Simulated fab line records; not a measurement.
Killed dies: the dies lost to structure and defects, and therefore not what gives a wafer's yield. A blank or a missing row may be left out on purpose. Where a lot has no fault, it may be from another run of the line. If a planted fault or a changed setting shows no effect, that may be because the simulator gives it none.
Which tool was responsible?	flow n5 finfet	Sampling: 6 lots, 18 wafers, 2 of 1938 route steps

## WHAT EACH GAUGE READ, for each wafer
N5_PASSIVATION_OVL_MEAS_60.
lot	measured	on	TV_OVL (nm)
L322	day 14 00:11	overlay-01	-1 -7 -1
L324	day 13 11:31	overlay-01	9 1 -1
L326	day 14 13:53	overlay-01	-3 1 2
L329	day 15 02:05	overlay-02	11 3 -1
L332	day 16 08:40	overlay-01	-3 1 -7
L341	day 18 15:13	overlay-02	-4 -13 -7

## EACH LOT AND THE TOOL THAT RAN IT (in order: tool; ch and the chambers of the sampled wafers; start)
lot	N5_SDB_ALD_29
L322	ald sin-04 ch 0,1,3, day 4 12:46
L324	ald sin-03 ch 0,1, day 5 00:25
L326	ald sin-03 ch 0,1,2, day 5 13:10
L329	ald sin-04 ch 0,2,3, day 6 04:40
L332	ald sin-03 ch 0,3, day 7 01:11
L341	ald sin-04 ch 0,2, day 9 10:31
- N5_SDB_ALD_29: deposits SiNx, target thk 30 nm, pulse time 1 s, ald cycles 600.

## THE ANSWER, worked out from the rows above alone
Rule: the lots themselves supply what counts as usual. The widest of any qualifying gaps counts: lots, ordered by their means at a reading, are off when they make up no more than a third of the lots, leave a main group of 4 or more, and stand apart from it by 3 or more times the standard deviation of that group's means. A main group is skipped when, at the precision printed for the reading in the tables above, its means are all equal. Also off: a lot with no number at a reading for which 4 or more lots have one. Any other lot the step has rows for is counted as sound.
None of the lots is off at any reading shown; this tells nothing.

## WHAT THE SIMULATOR HAD PUT IN
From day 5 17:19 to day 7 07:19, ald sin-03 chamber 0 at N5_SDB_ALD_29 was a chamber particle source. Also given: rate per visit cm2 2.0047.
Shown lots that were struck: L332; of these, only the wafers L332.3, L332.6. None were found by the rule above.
